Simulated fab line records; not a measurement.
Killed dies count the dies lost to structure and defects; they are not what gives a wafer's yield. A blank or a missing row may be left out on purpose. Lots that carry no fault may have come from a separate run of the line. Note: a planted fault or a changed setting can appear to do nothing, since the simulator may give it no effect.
Matching of chambers ; flow nandHarc ; NHARC_A_CHANNEL_FILL_D1_STRIP_28 on rieDiel-05 has 4 sister chambers
The step strips in O2, time 20 s. 4 wafers are shown with their chamber, then 12 later ones without.

== EACH WAFER AND ITS CHAMBER ==
wafer;chamber;drypumpMotorCurrentA (A)
L089.1;1;6.2
L092.1;2;5.7
L092.3;3;5.3
L092.5;0;6.5

== WAFERS WHOSE CHAMBER IS MISSING ==
wafer;drypumpMotorCurrentA (A)
L093.1;6.5
L093.2;5.8
L093.6;6.1
L094.1;5.3
L094.5;6.5
L094.6;6.1
L096.2;5.2
L096.4;5.8
L096.6;5.7
L097.1;6.5
L097.2;5.7
L097.4;5.3

== EACH ONE'S CHAMBER ==
wafer;from the rows above;in truth
L093.1;0;0
L093.2;2;2
L093.6;1;1
L094.1;3;3
L094.5;0;0
L094.6;1;1
L096.2;3;3
L096.4;2;2
L096.6;2;2
L097.1;0;0
L097.2;2;2
L097.4;3;3
Placed correctly: 12 of 12. From these rows, 0 cannot be placed. Wrongly placed: 0.
How it was worked out, from the rows above alone: a wafer's distance from a chamber is the root of the sum, over the readings, of the square of ((its reading less the chamber's mean) divided by the reading's scatter). If the next closest chamber is less than 2 further off than the closest, the wafer can't be placed; otherwise it belongs to the closest. A chamber's mean is the mean of its shown wafers. The scatter: with one shown wafer a chamber, the root of the mean of the squares of how far each hidden wafer lies from its nearest shown one.
